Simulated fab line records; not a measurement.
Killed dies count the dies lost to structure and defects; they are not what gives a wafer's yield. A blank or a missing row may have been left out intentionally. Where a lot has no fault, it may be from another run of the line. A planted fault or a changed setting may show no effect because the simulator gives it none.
A lot that was struck, set against a sound lot ; flow n5_finfet ; 15 steps out of a route of 1938
Sound: wafers L384.1, L384.4, L384.6. Wafers struck: L380.4, L380.5, L380.6. The cause is named last.
Per side, at each step with rows, come the tool, then ch with its chambers, and then its first start. Under that, the readings that differ: sound wafers ; struck wafers ; difference of the means ; sigmas: that difference in standard deviations of wafers without a fault.
alike: a reading whose means differ by less than 2 such deviations, as well as words and numbers matching on both sides. not compared: withheld readings; readings where some wafer has no value; bounds like >300 that might hide an equal value; numbers whose values overlap and for which the record gives no deviation.
The two part at a step that has a row with sigmas, a row that says differs or no value, or rows on one side only. Numbers that don't overlap but have no deviation are shown without sigmas and don't part them. A reading missing from all wafers of one side parts the sides only when that side holds two or more wafers.

first, 1 step without rows for these wafers: N5_BEOL_M3_SRD_43 (time 30 s).
N5_BEOL_M3_CD_MEAS_35: target cd 18 nm, target cd y 21 nm.
  sound on cd_sem-02 at day 12 16:02; struck on cd_sem-03 at day 12 04:43
  alike: cd_nm
N5_BEOL_M3_DEGAS_44: time 60 s.
  sound on pvd_sputter-03 at day 12 16:11; struck on pvd_sputter-02 at day 12 05:00
  alike: heater_power_w
N5_BEOL_M3_PRE_CLEAN_45: time 30 s.
  sound on pvd_sputter-03 at day 12 16:13; struck on pvd_sputter-02 at day 12 05:02
  alike: heater_power_w
then, 1 step without rows for these wafers: N5_BEOL_M3_ALD_84 (deposits TaN, pulse time 2 s, purge time 3 s, co reactant purge time 2 s).
N5_BEOL_M3_SURFACE_TREAT_85:
  sound on pvd_sputter-01 at day 12 16:59; struck on pvd_sputter-01 at day 12 05:26
  not compared: throttle_valve_pct
then, 1 step without rows for these wafers: N5_BEOL_M3_CVD_47 (deposits Co from CCTBA/H2, target thk 3 nm, time 223.8 s).
N5_BEOL_M3_SPUTTER_48: material Cu, target thk 4.5 nm, time 8.29 s.
  sound on pvd_sputter-01 at day 12 17:16; struck on pvd_sputter-03 at day 12 05:52
  alike: chamber_pressure_pa, substrate_temp_c, throttle_valve_pct
then, 4 steps without rows for these wafers: N5_BEOL_M3_ANNEAL_49 (time 240 s); N5_BEOL_M3_SPUTTER_79 (material Cu, target thk 4.5 nm, time 8.29 s); N5_BEOL_M3_ANNEAL_80 (time 240 s); N5_BEOL_M3_SPUTTER_81 (material Cu, target thk 4.5 nm, time 8.29 s).
N5_BEOL_M3_ANNEAL_82: time 240 s.
  sound on pvd_sputter-01 at day 12 17:47; struck on pvd_sputter-03 at day 12 06:23
  no value came back on the struck wafers for heater_power_w (W), susceptor_temp_C (C), time_s (s); on the sound wafers heater_power_w (W) reads 858 739 720
N5_BEOL_M3_SPUTTER_86: material Cu, target thk 4.5 nm, time 8.29 s.
  sound on pvd_sputter-01 at day 12 17:56; struck on pvd_sputter-03 at day 12 06:31
  alike: chamber_pressure_pa, substrate_temp_c, throttle_valve_pct
N5_BEOL_M4_RC_MEAS_101:
  sound on prober-02 ch 0, day 13 06:05; struck on prober-01 ch 0, day 12 16:26
reading;sound;struck;difference;sigmas
DIBL_N (mV/V);35.7 35.1 36.3;38.0 39.3 38.9;+3.0;+2
  alike: DIBL_P, IOFF_N, IOFF_P, ION_N, ION_P, SS_N, SS_P, VT_N, VT_P

WHERE THEY PART
Last at N5_BEOL_M4_RC_MEAS_101 as far as this record goes, first at N5_BEOL_M3_ANNEAL_82.

WHY: what had been put in by the simulator
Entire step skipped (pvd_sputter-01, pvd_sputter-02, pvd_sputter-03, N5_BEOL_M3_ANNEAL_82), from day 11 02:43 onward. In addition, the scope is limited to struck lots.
